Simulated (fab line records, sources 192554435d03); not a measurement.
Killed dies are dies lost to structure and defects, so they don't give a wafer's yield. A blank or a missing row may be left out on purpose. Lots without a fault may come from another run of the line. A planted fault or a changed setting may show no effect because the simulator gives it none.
A struck lot beside a sound one | flow n5_finfet | 13 steps out of a route of 1938
Sound: wafers L272.2, L272.4, L272.5. Struck: wafer L280.4. (L280.3 of the same lot was not struck and is left out.) The cause comes at the end.
At each step with rows: each side's tool, then ch and its chambers, then its first start. Under that, the readings that differ: sound wafers | struck wafers | difference of the means | sigmas: that difference in standard deviations of wafers without a fault.
alike: readings whose means differ by less than 2 such deviations, and words and numbers that are the same on both sides. not compared: withheld readings, readings that some wafer has no value for, bounds like >300 that may hide the same value, and numbers for which the record gives no deviation and whose values overlap.
The two part at a step that has a row with sigmas, a row that says differs or no value, or rows on one side only. Numbers that don't overlap but have no deviation are shown without sigmas and don't part them. A reading that every wafer of one side lacks parts them only if that side has two wafers or more.

first, 2 steps without rows for these wafers: N5_BEOL_M11_PRECLEAN_42 (cleans in residue remover, time 60 s); N5_BEOL_M11_SRD_43 (time 30 s).
N5_BEOL_M11_CD_MEAS_35: target cd 70 nm.
  sound on cd_sem-03, day 11 03:43; struck on cd_sem-01, day 13 04:19
  alike: cd_nm
then, 1 step without rows for these wafers: N5_BEOL_M11_CURE_72 (cures SiCOH lowk, time 120 s).
N5_BEOL_M11_DEGAS_44: time 60 s.
  sound on pvd_sputter-02, day 11 04:23; struck on pvd_sputter-02, day 13 04:54
  alike: heater_power_w
N5_BEOL_M11_PRE_CLEAN_45: time 30 s.
  sound on pvd_sputter-02, day 11 04:26; struck on pvd_sputter-02, day 13 04:56
  alike: heater_power_w
N5_BEOL_M11_ALD_74: deposits TaN, target thk 2 nm, pulse time 2 s, purge time 3 s.
  sound on ald_metal-04 ch 0,1,3, day 11 04:29; struck on ald_metal-01 ch 3, day 13 05:00
  reading            | sound       | struck | difference | sigmas
  heater_power_w (W) | 445 431 447 | 357    | -84        | -2
  alike: mfc_carrier_sccm
  not compared: since_wet_clean_h
then, 2 steps without rows for these wafers: N5_BEOL_M11_SURFACE_TREAT_76; N5_BEOL_M11_CVD_75 (deposits Co from CCTBA/H2, target thk 2 nm, time 138.9 s).
N5_BEOL_M11_SPUTTER_48: material Cu, target thk 12 nm, time 2 s.
  sound on pvd_sputter-01, day 11 05:26; struck on pvd_sputter-01, day 13 05:33
  alike: throttle_valve_pct
then, 1 step without rows for these wafers: N5_BEOL_M11_ECD_50 (material Cu, target thk 318 nm).
N5_BEOL_M11_ANNEAL_51: time 90 s.
  sound on rtp_anneal-01 ch 0, day 11 06:17; struck on rtp_anneal-02 ch 0, day 13 05:58
  alike: wafer_temp_C_max
N5_BEOL_M11_CMP_52: polishes, stops on SiCOH lowk, t overpolish 7 s, target thk 140 nm.
  sound on cmp-04 ch 1,3, day 11 06:38; struck on cmp-03 ch 1, day 13 06:10
  reading                      | sound             | struck | difference | sigmas
  barrier_field_endpoint_s (s) | 27.8 28.8 29.7    | 16.8   | -12.0      | -14
  slurry_flow_ml_min           | 150.2 149.6 150.3 | 151.0  | +1.0       | +2
  time_to_endpoint_s (s)       | 61 66 65          | 37     | -27        | -8
  alike: edge_zone_pressure_frac, motor_current_A, overpolish_run_s
  not compared: pad_life_wafers

WHERE THEY PART
First at N5_BEOL_M11_ALD_74; last, within this record, at N5_BEOL_M11_CMP_52.

WHY: what the simulator had put in
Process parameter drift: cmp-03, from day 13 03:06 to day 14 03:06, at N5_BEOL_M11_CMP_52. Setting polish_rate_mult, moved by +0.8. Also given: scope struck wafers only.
